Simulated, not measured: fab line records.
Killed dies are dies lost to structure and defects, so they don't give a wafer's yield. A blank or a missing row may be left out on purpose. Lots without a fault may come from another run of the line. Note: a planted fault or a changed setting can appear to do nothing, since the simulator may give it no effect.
Code-filled problem report in 8D (eight disciplines) form / flow nand-harc / the parts of the form that need people (team, actions taken, sign-off) are left out

## 1. THE ISSUE
Wafers without a fault read 999 nm, standard deviation 9.8; thk-nm at NHARC_A_ONON_D1_THK_MEAS_30 reads a mean of 1721 nm on 6 wafers belonging to 2 lots. Measured from the usual mean, that is +74 standard deviations.
The step: measures by ellipsometry.
Earliest sighting: wafer L631.4 on film-metro-01 at day 13 06:05. The record holds 42 wafers of 14 lots with a number at this step. Rule for "out", or "out of limits": more than 4 standard deviations from the usual mean. Any other wafer with a number is counted as sound.

## 2. WHAT IT IS AND WHAT IT IS NOT
question=which readings at this step | is=thk-nm | is not=-
question=which lots | is=L631, L634 | is not=L619, L620, L621, L623, L624, L625, L626, L633, L637, L640, L641, L642
question=which wafers of those lots | is=all that have a number | is not=-
question=read on which gauges | is=film-metro-01, film-metro-02 | is not=-
question=when | is=from day 13 06:05 | is not=up to then (21 sound wafers); but 15 sound wafers of L633, L637, L640, L641, L642 came after

## 3. WHAT RULES OUT EACH SUSPECT
Counting: a tool at a process step up to the reading stays a suspect if it ran every lot that is out and no sound lot after the first of them.
- the gauge at NHARC_A_ONON_D1_THK_MEAS_30: ruled out. 2 gauges (film-metro-01, film-metro-02) read the wafers that are out.
- pecvd-onon-04 at NHARC_A_ONON_D1_DEP_28 (target thk 1000 nm): ruled out as a lasting fault. The sound lots L642 went through it after L631, its earliest lot that is out (day 13 05:44).
Left after counting: nothing in the record.

## 4. THE CAUSE (what the simulator had put in)
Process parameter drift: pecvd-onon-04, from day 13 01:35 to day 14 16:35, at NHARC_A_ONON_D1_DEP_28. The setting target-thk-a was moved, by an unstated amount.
Counting ruled it out, wrongly: the rule takes a fault to strike every lot that its tool runs from its start on, and this one did not.

## 5. THE EFFECT CHAIN, in route order
Each row: a reading where the mean over the struck wafers with a number is more than 3 standard deviations away from the usual. Only readings whose record carries a usual standard deviation are examined. hours: median over the lots of the time between each lot's start at the first step of this table that gives one and its start at this step. sigmas: the change, counted in usual standard deviations.
hours=0; step=NHARC_A_ONON_D1_THK_MEAS_30; reading=thk-nm; usual=999 nm; on struck wafers=1721; change=+722; sigmas=+74
hours=388; step=NHARC_END_SORT_01; reading=killed-at-array; usual=52; on struck wafers=674; change=+622; sigmas=+35
hours=388; step=NHARC_END_SORT_01; reading=killed-dies; usual=57; on struck wafers=677; change=+620; sigmas=+36
At these later measuring or inspecting steps, every struck wafer for which the step has a row has a number for every such reading, and none has moved that far: NHARC_A_ONON_D1_INSPECT_32.

## 6. WHAT WOULD HAVE CAUGHT IT SOONER
Counted from the fault's start at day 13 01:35, it took 4 hours until the first out-of-limits reading at a measuring or inspecting step in this record, taken at day 13 06:05.
